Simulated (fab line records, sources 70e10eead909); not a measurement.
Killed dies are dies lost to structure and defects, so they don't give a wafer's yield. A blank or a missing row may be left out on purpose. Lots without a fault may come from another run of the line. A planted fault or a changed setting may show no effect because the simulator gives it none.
Chamber matching | flow nand_harc | NHARC_A_STAIRCASE_ETCH_313 on rie_diel-11: 4 sister chambers
The step etches the open film in CF4/CHF3. 4 wafers are shown with their chamber, then 10 later ones without.

WAFERS WITH THEIR CHAMBER
wafer  | chamber | drypump_motor_current_A (A)
L088.1 | 3       | 5.91
L088.6 | 2       | 5.90
L095.1 | 0       | 6.19
L095.4 | 1       | 5.48

WAFERS WITHOUT THEIR CHAMBER
wafer  | drypump_motor_current_A (A)
L095.5 | 5.45
L095.2 | 5.90
L095.3 | 5.90
L095.6 | 5.91
L096.1 | 5.45
L096.4 | 5.92
L096.6 | 5.89
L096.2 | 5.89
L096.3 | 6.21
L096.5 | 5.92

WHICH CHAMBER EACH WENT THROUGH
wafer  | from the rows above     | in truth
L095.5 | 1                       | 1
L095.2 | can't be placed: 2 or 3 | 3
L095.3 | can't be placed: 2 or 3 | 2
L095.6 | can't be placed: 3 or 2 | 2
L096.1 | 1                       | 1
L096.4 | can't be placed: 3 or 2 | 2
L096.6 | can't be placed: 2 or 3 | 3
L096.2 | can't be placed: 2 or 3 | 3
L096.3 | 0                       | 0
L096.5 | can't be placed: 3 or 2 | 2
Placed correctly: 3 of 10. Can't be placed from these rows: 7 (the true chamber is among the candidates in 7). Placed wrongly: 0.
How it was worked out, from the rows above alone: a wafer's distance from a chamber is the root of the sum, over the readings, of the square of ((its reading less the chamber's mean) divided by the reading's scatter). The wafer belongs to the nearest chamber; if the next one is less than 2 further off, it can't be placed. A chamber's mean is the mean of its shown wafers. The scatter: with one shown wafer a chamber, the root of the mean of the squares of how far each hidden wafer lies from its nearest shown one.
